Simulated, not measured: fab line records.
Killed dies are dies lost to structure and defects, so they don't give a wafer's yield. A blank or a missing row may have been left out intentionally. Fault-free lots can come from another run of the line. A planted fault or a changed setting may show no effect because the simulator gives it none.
fab line records :: flow n5Finfet :: part 2 of 2: steps 15 to 25 of 25
record:
  lots: 5
  wafers: 15
  lastDay: 15
route steps=1938 shown BEOL_M8@1365
lots that met no fault: taken from a fault-free run of the same line
startH: start of the lot's first displayed wafer, in hours after the record's first day :: waitH: hours elapsed since this lot's preceding step :: " same as the row above :: L1.1+2: several wafers, shown together as one row :: - no value, or no start given :: * or withheld: withheld :: < > ~ a bound
route shown NAME@n: a module of which the file shows steps, and the number in the route of the first :: usual: average and standard deviation across the fault-free wafers :: same: alike in all rows :: chamber/n: place in a boat :: sites: each site's reading :: _std_site: how widely they spread, as a standard deviation :: _edge_site: outer sites' mean less inner sites' :: radiusMm: how far each site lies from the wafer's centre :: mask NAME#n: copy n :: behind: the most recent tool/chamber to have shaped the wafer :: hold: reason for holding the lot/hours on hold/outcome of the hold :: device: names the non-switching transistor (n, p or np) :: end of line: the tests these same wafers got at the end of their route :: a step given without rows: its recipe and nothing more :: killed: at the first sort, the dies lost to defects and structure; wafer yield is something else :: map: a wafer's dies, x killed, . not, _ none there
set.NAME: the run value of the setting; set.NAME@STEP: its run value at that earlier step :: model.NAME: the simulator's own value behind a step, which no gauge read
lots at some steps of the route; a table a step, a row a wafer
services: when a tool's chamber went out of use (startH, in hours from the record's first day, below 0 if earlier), for how many hours, and the reason
== steps ==
step: N5_BEOL_M8_STRIP_80
recipe:
  chemistry: N2/H2
  timeS: 10
  powerW: 450
  tempC: 40
  pressureMtorr: 20
  rfFrequencyHz: 6e+07
  biasPowerW: 7
  n2FlowSccm: 200
  h2FlowSccm: 200
usual:
  chamberPressureMTorr: 20.000/0.017
  drypumpMotorCurrentA: 5.9/0.52
  oesProductAu: 0.80/0.047
  rfVppV: 59.2/0.87
  showerheadPlenumPTorr: 2.56/0.087
  throttleValvePct: 23.8/0.38
lot.wafer: L074.1
tool: rieDiel-01
chamber: 1
startH: -
waitH: -
chamberPressureMTorr: 20.001
drypumpMotorCurrentA: 6.0
oesProductAu: 0.84
rfHoursCounterH: 79
rfVppV: 59.4
showerheadPlenumPTorr: 2.45
throttleValvePct: 24.0

lot.wafer: L074.4
tool: rieDiel-01
chamber: 0
startH: -
waitH: -
chamberPressureMTorr: 19.997
drypumpMotorCurrentA: 5.2
oesProductAu: 0.81
rfHoursCounterH: 90
rfVppV: 60.1
showerheadPlenumPTorr: 2.55
throttleValvePct: 23.2

lot.wafer: L074.6
tool: rieDiel-01
chamber: 3
startH: -
waitH: -
chamberPressureMTorr: 20.003
drypumpMotorCurrentA: 5.6
oesProductAu: 0.80
rfHoursCounterH: -
rfVppV: 58.4
showerheadPlenumPTorr: 2.56
throttleValvePct: 24.3

lot.wafer: L076.1
tool: rieDiel-03
chamber: 2
startH: -
waitH: -
chamberPressureMTorr: 20.016
drypumpMotorCurrentA: 5.8
oesProductAu: 0.76
rfHoursCounterH: 172
rfVppV: 57.6
showerheadPlenumPTorr: 2.43
throttleValvePct: 23.5

lot.wafer: L076.2
tool: rieDiel-03
chamber: 1
startH: -
waitH: -
chamberPressureMTorr: 20.045
drypumpMotorCurrentA: 6.6
oesProductAu: 0.77
rfHoursCounterH: 127
rfVppV: 59.9
showerheadPlenumPTorr: 2.56
throttleValvePct: 24.5

lot.wafer: L076.5
tool: rieDiel-03
chamber: 1
startH: -
waitH: -
chamberPressureMTorr: 19.988
drypumpMotorCurrentA: 6.6
oesProductAu: 0.78
rfHoursCounterH: -
rfVppV: 59.6
showerheadPlenumPTorr: 2.56
throttleValvePct: 24.5

lot.wafer: L078.2
tool: rieDiel-06
chamber: 2
startH: -
waitH: -
chamberPressureMTorr: 19.998
drypumpMotorCurrentA: 5.1
oesProductAu: 0.71
rfHoursCounterH: 180
rfVppV: 57.5
showerheadPlenumPTorr: 2.42
throttleValvePct: 23.7

lot.wafer: L078.4
tool: rieDiel-06
chamber: 3
startH: -
waitH: -
chamberPressureMTorr: 19.990
drypumpMotorCurrentA: 6.8
oesProductAu: 0.87
rfHoursCounterH: 57
rfVppV: 58.9
showerheadPlenumPTorr: 2.69
throttleValvePct: 23.7

lot.wafer: L078.6
tool: rieDiel-06
chamber: 1
startH: -
waitH: -
chamberPressureMTorr: 19.967
drypumpMotorCurrentA: 5.7
oesProductAu: 0.84
rfHoursCounterH: -
rfVppV: 58.8
showerheadPlenumPTorr: 2.57
throttleValvePct: 23.7

lot.wafer: L086.1
tool: rieDiel-01
chamber: 0
startH: -
waitH: -
chamberPressureMTorr: 20.003
drypumpMotorCurrentA: 5.2
oesProductAu: 0.80
rfHoursCounterH: 118
rfVppV: 60.0
showerheadPlenumPTorr: 2.54
throttleValvePct: 23.2

lot.wafer: L086.4
tool: rieDiel-01
chamber: 1
startH: -
waitH: -
chamberPressureMTorr: 19.994
drypumpMotorCurrentA: 6.0
oesProductAu: 0.83
rfHoursCounterH: 108
rfVppV: 59.0
showerheadPlenumPTorr: 2.44
throttleValvePct: 24.0

lot.wafer: L086.6
tool: rieDiel-01
chamber: 3
startH: -
waitH: -
chamberPressureMTorr: 20.028
drypumpMotorCurrentA: 5.6
oesProductAu: 0.78
rfHoursCounterH: -
rfVppV: 58.5
showerheadPlenumPTorr: 2.54
throttleValvePct: 24.4

lot.wafer: L087.1
tool: rieDiel-03
chamber: 3
startH: -
waitH: -
chamberPressureMTorr: 19.997
drypumpMotorCurrentA: 5.2
oesProductAu: 0.82
rfHoursCounterH: 103
rfVppV: 60.0
showerheadPlenumPTorr: 2.68
throttleValvePct: 24.3

lot.wafer: L087.5
tool: rieDiel-03
chamber: 3
startH: -
waitH: -
chamberPressureMTorr: 19.997
drypumpMotorCurrentA: 5.2
oesProductAu: 0.82
rfHoursCounterH: -
rfVppV: 60.5
showerheadPlenumPTorr: 2.68
throttleValvePct: 24.3

lot.wafer: L087.6
tool: rieDiel-03
chamber: 2
startH: -
waitH: -
chamberPressureMTorr: 19.982
drypumpMotorCurrentA: 5.7
oesProductAu: 0.73
rfHoursCounterH: -
rfVppV: 58.7
showerheadPlenumPTorr: 2.42
throttleValvePct: 23.5
step: N5_BEOL_M8_OCD_MEAS_38
usual:
  trenchDepthNm: 92.9/1.6
lot.wafer: L074.1
tool: ocd-02
chamber: -
startH: 196.28
waitH: -
trenchDepthNm: 92.3

lot.wafer: L074.4
tool: ocd-02
chamber: -
startH: 196.28
waitH: -
trenchDepthNm: 91.5

lot.wafer: L074.6
tool: ocd-02
chamber: -
startH: 196.28
waitH: -
trenchDepthNm: 91.2

lot.wafer: L076.1
tool: ocd-02
chamber: -
startH: 219.27
waitH: -
trenchDepthNm: 94.2

lot.wafer: L076.2
tool: ocd-02
chamber: -
startH: 219.27
waitH: -
trenchDepthNm: 92.5

lot.wafer: L076.5
tool: ocd-02
chamber: -
startH: 219.27
waitH: -
trenchDepthNm: 92.4

lot.wafer: L078.2
tool: ocd-01
chamber: -
startH: 221.26
waitH: -
trenchDepthNm: 92.8

lot.wafer: L078.4
tool: ocd-01
chamber: -
startH: 221.26
waitH: -
trenchDepthNm: 95.6

lot.wafer: L078.6
tool: ocd-01
chamber: -
startH: 221.26
waitH: -
trenchDepthNm: 95.6

lot.wafer: L086.1
tool: ocd-01
chamber: -
startH: 281.46
waitH: -
trenchDepthNm: 92.8

lot.wafer: L086.4
tool: ocd-01
chamber: -
startH: 281.46
waitH: -
trenchDepthNm: 94.7

lot.wafer: L086.6
tool: ocd-01
chamber: -
startH: 281.46
waitH: -
trenchDepthNm: 91.7

lot.wafer: L087.1
tool: ocd-01
chamber: -
startH: 292.77
waitH: -
trenchDepthNm: 94.9

lot.wafer: L087.5
tool: ocd-01
chamber: -
startH: 292.77
waitH: -
trenchDepthNm: 94.3

lot.wafer: L087.6
tool: ocd-01
chamber: -
startH: 292.77
waitH: -
trenchDepthNm: 93.1
step: N5_BEOL_M8_HM_STRIP_39
recipe:
  chemistry: peroxideTinStrip
  material: TiN
  targetDepthA: 250
  tempC: 50
  timeS: 158
lot.wafer: L074.1+4+6
tool: wetBench-04
chamber: 3,2,4
startH: 196.33
waitH: 0.0

lot.wafer: L076.1+2+5
tool: wetBench-05
chamber: 1,7,3
startH: 219.30
waitH: 0.0

lot.wafer: L078.2+4+6
tool: wetBench-05
chamber: 5,7,0
startH: 221.30
waitH: 0.0

lot.wafer: L086.1+4+6
tool: wetBench-04
chamber: 0,5,2
startH: 281.49
waitH: 0.0

lot.wafer: L087.1+5+6
tool: wetBench-05
chamber: 5,1,3
startH: 292.80
waitH: 0.0
step: N5_BEOL_M8_SRD_40
recipe:
  timeS: 30
  tempC: 23
  rinseLiquid: diw
  dry: ipaMarangoni
usual:
  doSupplyPpb: 10.00/0.1
lot.wafer: L074.1
tool: wetBench-04
chamber: 3
startH: 196.38
waitH: 0.0
doSupplyPpb: 10.04

lot.wafer: L074.4
tool: wetBench-04
chamber: 2
startH: 196.38
waitH: 0.0
doSupplyPpb: 10.00

lot.wafer: L074.6
tool: wetBench-04
chamber: 4
startH: 196.38
waitH: 0.0
doSupplyPpb: 10.11

lot.wafer: L076.1
tool: wetBench-05
chamber: 1
startH: 219.35
waitH: 0.0
doSupplyPpb: 10.04

lot.wafer: L076.2
tool: wetBench-05
chamber: 7
startH: 219.35
waitH: 0.0
doSupplyPpb: 9.98

lot.wafer: L076.5
tool: wetBench-05
chamber: 3
startH: 219.35
waitH: 0.0
doSupplyPpb: 10.04

lot.wafer: L078.2
tool: wetBench-05
chamber: 5
startH: 221.34
waitH: 0.0
doSupplyPpb: 9.95

lot.wafer: L078.4
tool: wetBench-05
chamber: 7
startH: 221.34
waitH: 0.0
doSupplyPpb: 10.02

lot.wafer: L078.6
tool: wetBench-05
chamber: 0
startH: 221.34
waitH: 0.0
doSupplyPpb: 10.08

lot.wafer: L086.1
tool: wetBench-04
chamber: 0
startH: 281.53
waitH: 0.0
doSupplyPpb: 9.96

lot.wafer: L086.4
tool: wetBench-04
chamber: 5
startH: 281.53
waitH: 0.0
doSupplyPpb: 10.06

lot.wafer: L086.6
tool: wetBench-04
chamber: 2
startH: 281.53
waitH: 0.0
doSupplyPpb: 10.06

lot.wafer: L087.1
tool: wetBench-05
chamber: 5
startH: 292.85
waitH: 0.0
doSupplyPpb: 10.01

lot.wafer: L087.5
tool: wetBench-05
chamber: 1
startH: 292.85
waitH: 0.0
doSupplyPpb: 10.00

lot.wafer: L087.6
tool: wetBench-05
chamber: 3
startH: 292.85
waitH: 0.0
doSupplyPpb: 10.23
step: N5_BEOL_M8_PRECLEAN_42
recipe:
  chemistry: residueRemover
  timeS: 60
  tempC: 40
lot.wafer: L074.1+4+6
tool: wetBench-04
chamber: 3,2,4
startH: 196.39
waitH: 0.0

lot.wafer: L076.1+2+5
tool: wetBench-05
chamber: 1,7,3
startH: 219.36
waitH: 0.0

lot.wafer: L078.2+4+6
tool: wetBench-05
chamber: 5,7,0
startH: 221.36
waitH: 0.0

lot.wafer: L086.1+4+6
tool: wetBench-04
chamber: 0,5,2
startH: 281.55
waitH: 0.0

lot.wafer: L087.1+5+6
tool: wetBench-05
chamber: 5,1,3
startH: 292.86
waitH: 0.0
step: N5_BEOL_M8_SRD_43
recipe:
  timeS: 30
  tempC: 23
  rinseLiquid: diw
  dry: ipaMarangoni
usual:
  doSupplyPpb: 10.00/0.099
lot.wafer: L074.1
tool: wetBench-04
chamber: 3
startH: 196.41
waitH: 0.0
doSupplyPpb: 9.75

lot.wafer: L074.4
tool: wetBench-04
chamber: 2
startH: 196.41
waitH: 0.0
doSupplyPpb: 9.92

lot.wafer: L074.6
tool: wetBench-04
chamber: 4
startH: 196.41
waitH: 0.0
doSupplyPpb: 9.90

lot.wafer: L076.1
tool: wetBench-05
chamber: 1
startH: 219.38
waitH: 0.0
doSupplyPpb: 10.09

lot.wafer: L076.2
tool: wetBench-05
chamber: 7
startH: 219.38
waitH: 0.0
doSupplyPpb: 9.99

lot.wafer: L076.5
tool: wetBench-05
chamber: 3
startH: 219.38
waitH: 0.0
doSupplyPpb: 9.93

lot.wafer: L078.2
tool: wetBench-05
chamber: 5
startH: 221.38
waitH: 0.0
doSupplyPpb: 10.03

lot.wafer: L078.4
tool: wetBench-05
chamber: 7
startH: 221.38
waitH: 0.0
doSupplyPpb: 9.92

lot.wafer: L078.6
tool: wetBench-05
chamber: 0
startH: 221.38
waitH: 0.0
doSupplyPpb: 10.10

lot.wafer: L086.1
tool: wetBench-04
chamber: 0
startH: 281.57
waitH: 0.0
doSupplyPpb: 10.10

lot.wafer: L086.4
tool: wetBench-04
chamber: 5
startH: 281.57
waitH: 0.0
doSupplyPpb: 9.83

lot.wafer: L086.6
tool: wetBench-04
chamber: 2
startH: 281.57
waitH: 0.0
doSupplyPpb: 10.19

lot.wafer: L087.1
tool: wetBench-05
chamber: 5
startH: 292.88
waitH: 0.0
doSupplyPpb: 10.04

lot.wafer: L087.5
tool: wetBench-05
chamber: 1
startH: 292.88
waitH: 0.0
doSupplyPpb: 10.05

lot.wafer: L087.6
tool: wetBench-05
chamber: 3
startH: 292.88
waitH: 0.0
doSupplyPpb: 10.06
step: N5_BEOL_M8_CD_MEAS_35
recipe:
  targetCdNm: 40
  polarity: opening
usual:
  cdNm: 39.8/0.65
lot.wafer: L074.1
tool: cdSem-02
chamber: -
startH: 196.45
waitH: 0.0
cdNm: 39.9

lot.wafer: L074.4
tool: cdSem-02
chamber: -
startH: 196.45
waitH: 0.0
cdNm: 39.3

lot.wafer: L074.6
tool: cdSem-02
chamber: -
startH: 196.45
waitH: 0.0
cdNm: 40.8

lot.wafer: L076.1
tool: cdSem-03
chamber: -
startH: 219.42
waitH: 0.0
cdNm: 38.8

lot.wafer: L076.2
tool: cdSem-03
chamber: -
startH: 219.42
waitH: 0.0
cdNm: 39.0

lot.wafer: L076.5
tool: cdSem-03
chamber: -
startH: 219.42
waitH: 0.0
cdNm: 38.7

lot.wafer: L078.2
tool: cdSem-03
chamber: -
startH: 221.42
waitH: 0.0
cdNm: 40.2

lot.wafer: L078.4
tool: cdSem-03
chamber: -
startH: 221.42
waitH: 0.0
cdNm: 39.7

lot.wafer: L078.6
tool: cdSem-03
chamber: -
startH: 221.42
waitH: 0.0
cdNm: 40.3

lot.wafer: L086.1
tool: cdSem-03
chamber: -
startH: 281.61
waitH: 0.0
cdNm: 40.4

lot.wafer: L086.4
tool: cdSem-03
chamber: -
startH: 281.61
waitH: 0.0
cdNm: 40.6

lot.wafer: L086.6
tool: cdSem-03
chamber: -
startH: 281.61
waitH: 0.0
cdNm: 39.5

lot.wafer: L087.1
tool: cdSem-02
chamber: -
startH: 292.92
waitH: 0.0
cdNm: 40.9

lot.wafer: L087.5
tool: cdSem-02
chamber: -
startH: 292.92
waitH: 0.0
cdNm: 40.1

lot.wafer: L087.6
tool: cdSem-02
chamber: -
startH: 292.92
waitH: 0.0
cdNm: 39.4
step: N5_BEOL_M8_CURE_75
recipe:
  tempC: 370
  timeS: 120
  ambient: DMADMS/He
  material: SiCOH_lowk
usual:
  lampPowerPct: 52.31/0.052
  wafer_temp_C_max: 371.6/0.73
lot.wafer: L074.1
tool: uvCure-01
chamber: 0
startH: 196.49
waitH: 0.0
lampPowerPct: 52.31
wafer_temp_C_max: 371.1

lot.wafer: L074.4
tool: uvCure-01
chamber: 0
startH: 196.49
waitH: 0.0
lampPowerPct: 52.25
wafer_temp_C_max: 370.8

lot.wafer: L074.6
tool: uvCure-01
chamber: 0
startH: 196.49
waitH: 0.0
lampPowerPct: 52.31
wafer_temp_C_max: 371.0

lot.wafer: L076.1
tool: uvCure-03
chamber: 2
startH: 219.46
waitH: 0.0
lampPowerPct: 52.30
wafer_temp_C_max: 371.4

lot.wafer: L076.2
tool: uvCure-03
chamber: 2
startH: 219.46
waitH: 0.0
lampPowerPct: 52.28
wafer_temp_C_max: 370.6

lot.wafer: L076.5
tool: uvCure-03
chamber: 2
startH: 219.46
waitH: 0.0
lampPowerPct: 52.41
wafer_temp_C_max: 371.2

lot.wafer: L078.2
tool: uvCure-03
chamber: 1
startH: 221.51
waitH: 0.1
lampPowerPct: 52.35
wafer_temp_C_max: 370.6

lot.wafer: L078.4
tool: uvCure-03
chamber: 1
startH: 221.51
waitH: 0.1
lampPowerPct: 52.27
wafer_temp_C_max: 370.9

lot.wafer: L078.6
tool: uvCure-03
chamber: 1
startH: 221.51
waitH: 0.1
lampPowerPct: 52.38
wafer_temp_C_max: 370.6

lot.wafer: L086.1
tool: uvCure-03
chamber: 1
startH: 281.82
waitH: 0.2
lampPowerPct: 52.27
wafer_temp_C_max: 371.0

lot.wafer: L086.4
tool: uvCure-03
chamber: 1
startH: 281.82
waitH: 0.2
lampPowerPct: 52.33
wafer_temp_C_max: 370.9

lot.wafer: L086.6
tool: uvCure-03
chamber: 1
startH: 281.82
waitH: 0.2
lampPowerPct: 52.31
wafer_temp_C_max: 370.5

lot.wafer: L087.1
tool: uvCure-01
chamber: 2
startH: 293.43
waitH: 0.5
lampPowerPct: 52.34
wafer_temp_C_max: 371.9

lot.wafer: L087.5
tool: uvCure-01
chamber: 2
startH: 293.43
waitH: 0.5
lampPowerPct: 52.33
wafer_temp_C_max: 372.7

lot.wafer: L087.6
tool: uvCure-01
chamber: 2
startH: 293.43
waitH: 0.5
lampPowerPct: 52.35
wafer_temp_C_max: 373.8
step: N5_BEOL_M8_DEGAS_44
recipe:
  ambient: vacuum
  tempC: 250
  timeS: 60
usual:
  heaterPowerW: 340/26
lot.wafer: L074.1
tool: pvdSputter-02
chamber: -
startH: 197.17
waitH: 0.6
heaterPowerW: 324

lot.wafer: L074.4
tool: pvdSputter-02
chamber: -
startH: 197.17
waitH: 0.6
heaterPowerW: 348

lot.wafer: L074.6
tool: pvdSputter-02
chamber: -
startH: 197.17
waitH: 0.6
heaterPowerW: 323

lot.wafer: L076.1
tool: pvdSputter-01
chamber: -
startH: 220.45
waitH: 0.9
heaterPowerW: 358

lot.wafer: L076.2
tool: pvdSputter-01
chamber: -
startH: 220.45
waitH: 0.9
heaterPowerW: 319

lot.wafer: L076.5
tool: pvdSputter-01
chamber: -
startH: 220.45
waitH: 0.9
heaterPowerW: 347

lot.wafer: L078.2
tool: pvdSputter-02
chamber: -
startH: 221.78
waitH: 0.2
heaterPowerW: 380

lot.wafer: L078.4
tool: pvdSputter-02
chamber: -
startH: 221.78
waitH: 0.2
heaterPowerW: 326

lot.wafer: L078.6
tool: pvdSputter-02
chamber: -
startH: 221.78
waitH: 0.2
heaterPowerW: 349

lot.wafer: L086.1
tool: pvdSputter-02
chamber: -
startH: 282.59
waitH: 0.7
heaterPowerW: 341

lot.wafer: L086.4
tool: pvdSputter-02
chamber: -
startH: 282.59
waitH: 0.7
heaterPowerW: 343

lot.wafer: L086.6
tool: pvdSputter-02
chamber: -
startH: 282.59
waitH: 0.7
heaterPowerW: 381

lot.wafer: L087.1
tool: pvdSputter-01
chamber: -
startH: 294.09
waitH: 0.6
heaterPowerW: 320

lot.wafer: L087.5
tool: pvdSputter-01
chamber: -
startH: 294.09
waitH: 0.6
heaterPowerW: 327

lot.wafer: L087.6
tool: pvdSputter-01
chamber: -
startH: 294.09
waitH: 0.6
heaterPowerW: 318
step: N5_BEOL_M8_PRE_CLEAN_45
recipe:
  gas: H2/He
  timeS: 30
  tempC: 250
usual:
  heaterPowerW: 340/27
lot.wafer: L074.1
tool: pvdSputter-02
chamber: -
startH: 197.21
waitH: 0.0
heaterPowerW: 326

lot.wafer: L074.4
tool: pvdSputter-02
chamber: -
startH: 197.21
waitH: 0.0
heaterPowerW: 346

lot.wafer: L074.6
tool: pvdSputter-02
chamber: -
startH: 197.21
waitH: 0.0
heaterPowerW: 322

lot.wafer: L076.1
tool: pvdSputter-01
chamber: -
startH: 220.49
waitH: 0.0
heaterPowerW: 356

lot.wafer: L076.2
tool: pvdSputter-01
chamber: -
startH: 220.49
waitH: 0.0
heaterPowerW: 332

lot.wafer: L076.5
tool: pvdSputter-01
chamber: -
startH: 220.49
waitH: 0.0
heaterPowerW: 345

lot.wafer: L078.2
tool: pvdSputter-02
chamber: -
startH: 221.82
waitH: 0.0
heaterPowerW: 387

lot.wafer: L078.4
tool: pvdSputter-02
chamber: -
startH: 221.82
waitH: 0.0
heaterPowerW: 331

lot.wafer: L078.6
tool: pvdSputter-02
chamber: -
startH: 221.82
waitH: 0.0
heaterPowerW: 344

lot.wafer: L086.1
tool: pvdSputter-02
chamber: -
startH: 282.63
waitH: 0.0
heaterPowerW: 353

lot.wafer: L086.4
tool: pvdSputter-02
chamber: -
startH: 282.63
waitH: 0.0
heaterPowerW: 346

lot.wafer: L086.6
tool: pvdSputter-02
chamber: -
startH: 282.63
waitH: 0.0
heaterPowerW: 388

lot.wafer: L087.1
tool: pvdSputter-01
chamber: -
startH: 294.13
waitH: 0.0
heaterPowerW: 322

lot.wafer: L087.5
tool: pvdSputter-01
chamber: -
startH: 294.13
waitH: 0.0
heaterPowerW: 328

lot.wafer: L087.6
tool: pvdSputter-01
chamber: -
startH: 294.13
waitH: 0.0
heaterPowerW: 312
step: N5_BEOL_M8_ALD_77
recipe:
  material: TaN
  targetThkA: 20
  tempC: 275
  aldPrecursorFamily: PDMAT
  aldCoReactant: NH3
  pressureTorr: 3
  carrierFlowSccm: 1500
  pulseTimeS: 2
  purgeTimeS: 3
  coReactantPurgeTimeS: 2
  coReactantPulseTimeS: 3
  aldCycles: 40
  precursorVesselTempC: 75
  precursorVesselPressureTorr: 26.25
  precursorVesselCarrierSccm: 1000
usual:
  heaterPowerW: 420/51
  precursorVesselPressureTorr: 26.26/0.054
  precursorVesselTempC: 75.00/0.11
lot.wafer: L074.1
tool: aldMetal-04
chamber: 1
startH: 197.27
waitH: 0.0
heaterPowerW: 558
precursorVesselPressureTorr: 26.25
precursorVesselTempC: 74.98

lot.wafer: L074.4
tool: aldMetal-04
chamber: 2
startH: 197.27
waitH: 0.0
heaterPowerW: 455
precursorVesselPressureTorr: 26.26
precursorVesselTempC: 75.03

lot.wafer: L074.6
tool: aldMetal-04
chamber: 2
startH: 197.27
waitH: 0.0
heaterPowerW: 469
precursorVesselPressureTorr: 26.25
precursorVesselTempC: 74.93

lot.wafer: L076.1
tool: aldMetal-04
chamber: 0
startH: 220.57
waitH: 0.1
heaterPowerW: 393
precursorVesselPressureTorr: 26.27
precursorVesselTempC: 74.98

lot.wafer: L076.2
tool: aldMetal-04
chamber: 1
startH: 220.57
waitH: 0.1
heaterPowerW: 557
precursorVesselPressureTorr: 26.32
precursorVesselTempC: 74.93

lot.wafer: L076.5
tool: aldMetal-04
chamber: 1
startH: 220.57
waitH: 0.1
heaterPowerW: 571
precursorVesselPressureTorr: 26.31
precursorVesselTempC: 74.76

lot.wafer: L078.2
tool: aldMetal-01
chamber: 1
startH: 221.90
waitH: 0.1
heaterPowerW: 407
precursorVesselPressureTorr: 26.21
precursorVesselTempC: 75.15

lot.wafer: L078.4
tool: aldMetal-01
chamber: 3
startH: 221.90
waitH: 0.1
heaterPowerW: 404
precursorVesselPressureTorr: 26.30
precursorVesselTempC: 74.84

lot.wafer: L078.6
tool: aldMetal-01
chamber: 0
startH: 221.90
waitH: 0.1
heaterPowerW: 393
precursorVesselPressureTorr: 26.21
precursorVesselTempC: 74.92

lot.wafer: L086.1
tool: aldMetal-02
chamber: 3
startH: 282.82
waitH: 0.2
heaterPowerW: 406
precursorVesselPressureTorr: 26.26
precursorVesselTempC: 74.95

lot.wafer: L086.4
tool: aldMetal-02
chamber: 2
startH: 282.82
waitH: 0.2
heaterPowerW: 408
precursorVesselPressureTorr: 26.23
precursorVesselTempC: 75.06

lot.wafer: L086.6
tool: aldMetal-02
chamber: 2
startH: 282.82
waitH: 0.2
heaterPowerW: 410
precursorVesselPressureTorr: 26.28
precursorVesselTempC: 75.21

lot.wafer: L087.1
tool: aldMetal-01
chamber: 3
startH: 294.26
waitH: 0.1
heaterPowerW: 409
precursorVesselPressureTorr: 26.32
precursorVesselTempC: 75.02

lot.wafer: L087.5
tool: aldMetal-01
chamber: 3
startH: 294.26
waitH: 0.1
heaterPowerW: 407
precursorVesselPressureTorr: 26.15
precursorVesselTempC: 74.90

lot.wafer: L087.6
tool: aldMetal-01
chamber: 2
startH: 294.26
waitH: 0.1
heaterPowerW: 397
precursorVesselPressureTorr: 26.26
precursorVesselTempC: 75.17
== services ==
tool: rieDiel-06
chamber: -
startH: 182.72
hours: 0.3
kind: repair

tool: rieDiel-03
chamber: -
startH: 189.91
hours: 1.7
kind: repair

tool: aldMetal-04
chamber: -
startH: 200.52
hours: 0.5
kind: repair

tool: uvCure-01
chamber: -
startH: 207.63
hours: 14.6
kind: pm

tool: aldMetal-01
chamber: 2
startH: 230.46
hours: 4.9
kind: repair

tool: uvCure-03
chamber: -
startH: 234.40
hours: 1.0
kind: pm

tool: aldMetal-02
chamber: -
startH: 274.41
hours: 0.6
kind: repair

tool: rieDiel-03
chamber: 1
startH: 275.76
hours: 6.8
kind: repair

tool: uvCure-01
chamber: -
startH: 276.62
hours: 0.5
kind: repair

tool: aldMetal-02
chamber: -
startH: 283.85
hours: 14.6
kind: pm
